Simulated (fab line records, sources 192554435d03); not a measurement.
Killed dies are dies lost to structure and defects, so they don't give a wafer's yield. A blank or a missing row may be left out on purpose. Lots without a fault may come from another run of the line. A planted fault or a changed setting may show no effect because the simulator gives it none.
Chamber matching | flow n5_finfet | N5_GATE_CUT_HM_DEP_46 on pecvd-03: 3 sister chambers
The step deposits SiO2 from TEOS/O2, target thk 130 nm, time 26.6 s. 6 wafers are shown with their chamber, then 7 later ones without.

WAFERS WITH THEIR CHAMBER
wafer  | chamber | throttle_valve_pct (%) | showerhead_plenum_p_Torr (Torr)
L801.4 | 2       | 17.4                   | 8.36
L808.1 | 1       | 19.5                   | 8.26
L808.5 | 0       | 19.7                   | 8.37
L808.6 | 2       | 17.8                   | 8.35
L811.1 | 1       | 19.7                   | 8.27
L811.2 | 0       | 19.8                   | 8.41

WAFERS WITHOUT THEIR CHAMBER
wafer  | throttle_valve_pct (%) | showerhead_plenum_p_Torr (Torr)
L811.3 | 17.4                   | 8.38
L812.1 | 17.7                   | 8.38
L812.4 | 19.7                   | 8.27
L812.6 | 20.0                   | 8.41
L816.1 | 19.9                   | 8.38
L816.2 | 19.6                   | 8.26
L816.4 | 19.6                   | 8.27

WHICH CHAMBER EACH WENT THROUGH
wafer  | from the rows above | in truth
L811.3 | 2                   | 2
L812.1 | 2                   | 2
L812.4 | 1                   | 1
L812.6 | 0                   | 0
L816.1 | 0                   | 0
L816.2 | 1                   | 1
L816.4 | 1                   | 1
Placed correctly: 7 of 7. Can't be placed from these rows: 0. Placed wrongly: 0.
How it was worked out, from the rows above alone: a wafer's distance from a chamber is the root of the sum, over the readings, of the square of ((its reading less the chamber's mean) divided by the reading's scatter). The wafer belongs to the nearest chamber; if the next one is less than 2 further off, it can't be placed. A chamber's mean is the mean of its shown wafers. The scatter: the root of (the sum of the squares of (reading less its chamber's mean) over the shown wafers, divided by (wafers less chambers)).
